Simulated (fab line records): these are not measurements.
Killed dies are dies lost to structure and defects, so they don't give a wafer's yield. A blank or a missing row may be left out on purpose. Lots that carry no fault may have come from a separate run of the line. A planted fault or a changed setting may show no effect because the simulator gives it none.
Check for tools in common / flow n5_finfet / Sampled: 9 lots, 27 wafers

== THE REASON FOR OPENING IT ==
N5_SD_ACTIVATION_RS_MEAS_03, reading RS_SD_N: flagged on 2 of 9 lots. Fault-free wafers read 21.87 ohm/sq, with a standard deviation of 0.27.
Rule: a lot is flagged in two cases, either no wafer of it has a number, or all its wafers with numbers fall more than 4 standard deviations from that mean. As for the other lots, they are considered sound.

lot=L873; measured=day 3 11:21; on=film_metro-01; RS_SD_N (ohm/sq), wafer by wafer=21.91 22.17 21.84; flag=
lot=L874; measured=day 3 19:42; on=film_metro-02; RS_SD_N (ohm/sq), wafer by wafer=22.10 21.40 21.82; flag=
lot=L875; measured=day 3 22:09; on=film_metro-02; RS_SD_N (ohm/sq), wafer by wafer=22.10 22.08 22.02; flag=
lot=L878; measured=day 4 16:20; on=film_metro-02; RS_SD_N (ohm/sq), wafer by wafer=21.90 22.22 21.77; flag=
lot=L888; measured=day 7 04:51; on=film_metro-02; RS_SD_N (ohm/sq), wafer by wafer=19.18 19.41 19.46; flag=FLAGGED
lot=L890; measured=day 7 18:01; on=film_metro-02; RS_SD_N (ohm/sq), wafer by wafer=19.12 19.01 18.85; flag=FLAGGED
lot=L892; measured=day 8 10:22; on=film_metro-01; RS_SD_N (ohm/sq), wafer by wafer=21.62 21.58 22.03; flag=
lot=L894; measured=day 8 20:20; on=film_metro-02; RS_SD_N (ohm/sq), wafer by wafer=21.74 22.04 22.33; flag=
lot=L896; measured=day 9 06:59; on=film_metro-01; RS_SD_N (ohm/sq), wafer by wafer=21.98 21.94 21.72; flag=
On average the flagged lots' numbers are 19.17 ohm/sq, which is -2.70 ohm/sq against the usual, or -10 standard deviations.

== LOT BY LOT: THE TOOL USED ==
The record holds 2 process steps before the reading, out of a route of 1938 steps. Each cell gives the tool, then ch followed by the chambers the sampled wafers passed through, then the start.
lot=L873; flag=; N5_SD_EPI_P_STRIP_40=plasma_asher-01 ch 0,1, day 3 07:31; N5_SD_ACTIVATION_LSA_01=laser_anneal-01 ch 0, day 3 11:10
lot=L874; flag=; N5_SD_EPI_P_STRIP_40=plasma_asher-01 ch 0,1, day 3 15:31; N5_SD_ACTIVATION_LSA_01=laser_anneal-02 ch 0, day 3 19:29
lot=L875; flag=; N5_SD_EPI_P_STRIP_40=plasma_asher-01 ch 0,1, day 3 18:41; N5_SD_ACTIVATION_LSA_01=laser_anneal-01 ch 0, day 3 21:57
lot=L878; flag=; N5_SD_EPI_P_STRIP_40=plasma_asher-02 ch 1, day 4 13:00; N5_SD_ACTIVATION_LSA_01=laser_anneal-01 ch 0, day 4 16:09
lot=L888; flag=FLAGGED; N5_SD_EPI_P_STRIP_40=plasma_asher-01 ch 0,1, day 6 23:29; N5_SD_ACTIVATION_LSA_01=laser_anneal-01 ch 0, day 7 04:38
lot=L890; flag=FLAGGED; N5_SD_EPI_P_STRIP_40=plasma_asher-01 ch 0,1, day 7 14:41; N5_SD_ACTIVATION_LSA_01=laser_anneal-01 ch 0, day 7 17:50
lot=L892; flag=; N5_SD_EPI_P_STRIP_40=plasma_asher-01 ch 0,1, day 8 06:11; N5_SD_ACTIVATION_LSA_01=laser_anneal-02 ch 0, day 8 10:11
lot=L894; flag=; N5_SD_EPI_P_STRIP_40=plasma_asher-02 ch 0,1, day 8 16:59; N5_SD_ACTIVATION_LSA_01=laser_anneal-02 ch 0, day 8 20:08
lot=L896; flag=; N5_SD_EPI_P_STRIP_40=plasma_asher-02 ch 1, day 9 03:40; N5_SD_ACTIVATION_LSA_01=laser_anneal-02 ch 0, day 9 06:47
What the steps here do:
- N5_SD_EPI_P_STRIP_40: strips in N2/H2.
- N5_SD_ACTIVATION_LSA_01: time 0.0008 s.
- N5_SD_ACTIVATION_RS_MEAS_03: measures by four-point-probe.

== FLAGGED OVER TOTAL, TOOL BY TOOL (the gauges that took the reading come last) ==
step=N5_SD_EPI_P_STRIP_40; tool=plasma_asher-01; lots run=6; flagged=2; share of the flagged lots=all; sound lots run after its first flagged lot=1 (L892)
step=N5_SD_EPI_P_STRIP_40; tool=plasma_asher-02; lots run=3; flagged=0; share of the flagged lots=none; sound lots run after its first flagged lot=-
step=N5_SD_ACTIVATION_LSA_01; tool=laser_anneal-01; lots run=5; flagged=2; share of the flagged lots=all; sound lots run after its first flagged lot=0
step=N5_SD_ACTIVATION_LSA_01; tool=laser_anneal-02; lots run=4; flagged=0; share of the flagged lots=none; sound lots run after its first flagged lot=-
step=N5_SD_ACTIVATION_RS_MEAS_03; tool=film_metro-01; lots run=3; flagged=0; share of the flagged lots=none; sound lots run after its first flagged lot=-
step=N5_SD_ACTIVATION_RS_MEAS_03; tool=film_metro-02; lots run=6; flagged=2; share of the flagged lots=all; sound lots run after its first flagged lot=1 (L894)

== WHAT THE TABLE PERMITS ==
Rows of the table that ran every flagged lot, 3 in all: plasma_asher-01 at N5_SD_EPI_P_STRIP_40, laser_anneal-01 at N5_SD_ACTIVATION_LSA_01, film_metro-02 at N5_SD_ACTIVATION_RS_MEAS_03.
- plasma_asher-01 at N5_SD_EPI_P_STRIP_40: 2 of its 6 lots flagged. Lots that were sound ran on it after the first flagged one (L892); a persistent fault on the entire tool would not allow that.
- laser_anneal-01 at N5_SD_ACTIVATION_LSA_01: 2 of its 5 lots flagged. Last sound lot L878 at day 4 16:09, first flagged lot L888 at day 7 04:38; a fault beginning in between fits. Its own readings lie more than 4 standard deviations out on every wafer of the flagged lots: wafer_temp_C_max.
- film_metro-02 at N5_SD_ACTIVATION_RS_MEAS_03: 2 of its 6 lots flagged. Lots that were sound ran on it after the first flagged one (L894); a persistent fault on the entire tool would not allow that.
Just one tool remains: laser_anneal-01 at N5_SD_ACTIVATION_LSA_01.

== WHAT HAD BEEN PUT IN BY THE SIMULATOR ==
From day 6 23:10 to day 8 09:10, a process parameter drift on laser_anneal-01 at N5_SD_ACTIVATION_LSA_01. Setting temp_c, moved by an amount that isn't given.
Shown lots that were struck: L888, L890. Same finding as the rule above.
